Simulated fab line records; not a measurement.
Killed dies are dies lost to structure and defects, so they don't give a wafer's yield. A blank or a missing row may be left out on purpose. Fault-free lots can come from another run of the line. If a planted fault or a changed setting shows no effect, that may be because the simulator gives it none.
Struck lot and sound lot, side by side -- flow n5_finfet -- 16 steps out of a route of 1938
Sound: these wafers, L946.2, L946.4, L946.6. Wafers L955.1, L955.5, L955.6 were the ones struck. The cause comes at the end.
Order at every step that has rows: each side's tool, ch and its chambers, its first start. Under that, the readings that differ: sound wafers -- struck wafers -- difference of the means -- sigmas: that difference in standard deviations of wafers without a fault.
alike: words and numbers the same on both sides, and readings whose means are apart by under 2 such deviations; not compared: readings that were withheld, readings missing a value for some wafer, numbers with overlapping values and no deviation given by the record, and bounds like >300 which may hide the same value.
Wherever a step has rows on one side only, a row that says differs or no value, or a row with sigmas, the two part there. Numbers that have no deviation but don't overlap get no sigmas and don't part them. Lack of a reading on every wafer of one side parts them only where that side has two or more wafers.

first, 6 steps without rows for these wafers: N5_BEOL_M4_COAT_05 (resist thk 30 nm); N5_BEOL_M4_EBR_07; N5_BEOL_M4_SOFTBAKE_06 (time 60 s); N5_BEOL_M4_EXPOSE_08 (exposes mask M4); N5_BEOL_M4_PEB_09 (peb time 60 s); N5_BEOL_M4_DEVELOP_10 (develop time 30 s).
N5_BEOL_M4_CD_MEAS_11 targets a cd of 16.79 nm.
  sound on cd_sem-01 ch 0, day 8 13:49; struck on cd_sem-01 ch 0, day 12 03:08
  alike: cd_nm
N5_BEOL_M4_OVL_MEAS_12:
  sound on overlay-02 ch 0, day 8 13:51; struck on overlay-01 ch 0, day 12 03:10
  alike: M4_OVL
N5_BEOL_M4_INSPECT_13: inspects for defects (brightfield).
  sound on defect_inspect-02, day 8 13:55; struck on defect_inspect-02, day 12 03:14
  alike: raw_defect_count
N5_BEOL_M4_DESCUM_16: chemistry O2, time 7 s.
  sound on rie_diel-02 ch 1,2,3, day 8 13:57; struck on rie_diel-02 ch 2,3, day 12 03:16
  alike: drypump_motor_current_A, oes_product_au, rf_fwd_power_W, rf_vpp_V, showerhead_plenum_p_Torr, throttle_valve_pct
  not compared: rf_hours_counter_h
N5_BEOL_M4_ETCH_74: etches underlayer in N2/H2, target depth 6.5 nm, time 5.2 s.
  sound on rie_diel-02 ch 1,2,3, day 8 13:59; struck on rie_diel-02 ch 2,3, day 12 03:18
  alike: bias_w, drypump_motor_current_A, etch_rf_on_time_s, oes_product_au, rf_fwd_power_W, rf_vpp_V, showerhead_plenum_p_Torr, throttle_valve_pct
  not compared: rf_hours_counter_h
N5_BEOL_M4_ETCH_63: etches SiARC in CF4, target depth 15.6 nm, time 26 s.
  sound on rie_diel-02 ch 1,2,3, day 8 14:00; struck on rie_diel-02 ch 2,3, day 12 03:19
  alike: bias_w, drypump_motor_current_A, etch_rf_on_time_s, oes_product_au, rf_fwd_power_W, rf_vpp_V, showerhead_plenum_p_Torr, throttle_valve_pct
  not compared: rf_hours_counter_h
N5_BEOL_M4_ETCH_64: etches SOC in N2/H2, target depth 75 nm, overetch 22.5 nm, time 121.9 s.
  sound on rie_diel-02 ch 1,2,3, day 8 14:02; struck on rie_diel-02 ch 2,3, day 12 03:20
reading,sound,struck,difference,sigmas
bias_w (W),150.0 150.6 149.9,108.9 108.9 108.2,-41.5,-97
rf_vpp_V (V),521.3 526.3 526.2,431.6 422.9 428.6,-96.9,-33
model.SiARC_of_BEOL_M4_COAT_62.thk_nm (nm),6.6 6.4 6.4,8.4 8.6 8.4,+2.0,
  alike: drypump_motor_current_A, oes_product_au, rf_fwd_power_W, showerhead_plenum_p_Torr, throttle_valve_pct
  not compared: rf_hours_counter_h
then, 1 step without rows for these wafers: N5_BEOL_M4_STRIP_65 (strips in N2/H2).
N5_BEOL_M4_RC_MEAS_101:
  sound on prober-01 ch 0, day 9 04:16; struck on prober-02 ch 0, day 13 23:03
  alike: DIBL_N, DIBL_P, IOFF_N, IOFF_P, ION_N, ION_P, SS_N, SS_P, VT_N, VT_P
next, for these wafers, 1 step has no rows: N5_PASSIVATION_PROBE_49.

## WHERE THEY PART
Only at N5_BEOL_M4_ETCH_64, within this record. Later steps at which nothing parts them and some readings are alike: N5_BEOL_M4_RC_MEAS_101.

WHY: whatever the simulator had introduced
Drift in process parameters on rie_diel-02 at N5_BEOL_M4_ETCH_64, starting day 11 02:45. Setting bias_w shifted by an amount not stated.
